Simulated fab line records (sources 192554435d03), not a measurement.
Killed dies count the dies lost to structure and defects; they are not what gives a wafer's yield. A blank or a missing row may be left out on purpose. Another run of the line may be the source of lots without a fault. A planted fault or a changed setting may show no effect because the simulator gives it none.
Chamber matching | flow n5-finfet | N5_BEOL_M14_DESCUM_33 on rie-diel-02: 4 sister chambers
The step chemistry O2, time 7.9 s. 4 wafers are shown with their chamber, then 10 later ones without.

== EACH WAFER AND ITS CHAMBER ==
wafer  | chamber | drypump-motor-current-A (A)
L081.6 | 3       | 6.5
L085.4 | 1       | 5.3
L084.2 | 2       | 4.7
L084.3 | 0       | 5.5

== WAFERS WHOSE CHAMBER IS MISSING ==
wafer  | drypump-motor-current-A (A)
L084.4 | 5.3
L087.2 | 5.5
L087.3 | 4.7
L087.6 | 5.3
L092.1 | 5.3
L092.4 | 5.5
L092.6 | 5.5
L091.2 | 5.5
L091.4 | 5.3
L091.5 | 6.4

== THE CHAMBER EACH PASSED THROUGH ==
wafer  | from the rows above | in truth
L084.4 | 1                   | 1
L087.2 | 0                   | 0
L087.3 | 2                   | 2
L087.6 | 1                   | 1
L092.1 | 1                   | 1
L092.4 | 0                   | 0
L092.6 | 0                   | 0
L091.2 | 0                   | 0
L091.4 | 1                   | 1
L091.5 | 3                   | 3
Placed correctly: 10 of 10. Not placeable from these rows: 0. Number placed wrongly: 0.
How it was worked out, from the rows above alone: a wafer's distance from a chamber is the root of the sum, over the readings, of the square of ((its reading less the chamber's mean) divided by the reading's scatter). If the next closest chamber is less than 2 further off than the closest, the wafer can't be placed; otherwise it belongs to the closest. Each chamber's mean is taken over the wafers shown for it. The scatter: with one shown wafer a chamber, the root of the mean of the squares of how far each hidden wafer lies from its nearest shown one.
